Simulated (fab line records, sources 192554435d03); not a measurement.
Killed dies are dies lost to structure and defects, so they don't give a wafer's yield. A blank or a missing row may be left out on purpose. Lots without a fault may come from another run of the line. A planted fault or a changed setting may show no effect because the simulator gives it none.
Chamber matching | flow n5_finfet | N5_BEOL_M11_STRIP_19 on rie_diel-03: 4 sister chambers
The step strips in O2. 4 wafers are shown with their chamber, then 8 later ones without.

WAFERS WITH THEIR CHAMBER
wafer  | chamber | showerhead_plenum_p_Torr (Torr)
L083.5 | 1       | 2.15
L086.5 | 3       | 2.02
L086.6 | 0       | 2.07
L089.1 | 2       | 2.04

WAFERS WITHOUT THEIR CHAMBER
wafer  | showerhead_plenum_p_Torr (Torr)
L089.4 | 2.07
L089.6 | 2.15
L095.2 | 2.14
L095.4 | 2.01
L095.6 | 2.01
L097.1 | 2.14
L097.2 | 2.07
L097.5 | 2.04

WHICH CHAMBER EACH WENT THROUGH
wafer  | from the rows above | in truth
L089.4 | 0                   | 0
L089.6 | 1                   | 1
L095.2 | 1                   | 1
L095.4 | 3                   | 3
L095.6 | 3                   | 3
L097.1 | 1                   | 1
L097.2 | 0                   | 0
L097.5 | 2                   | 2
Placed correctly: 8 of 8. Can't be placed from these rows: 0. Placed wrongly: 0.
How it was worked out, from the rows above alone: a wafer's distance from a chamber is the root of the sum, over the readings, of the square of ((its reading less the chamber's mean) divided by the reading's scatter). The wafer belongs to the nearest chamber; if the next one is less than 2 further off, it can't be placed. A chamber's mean is the mean of its shown wafers. The scatter: with one shown wafer a chamber, the root of the mean of the squares of how far each hidden wafer lies from its nearest shown one.
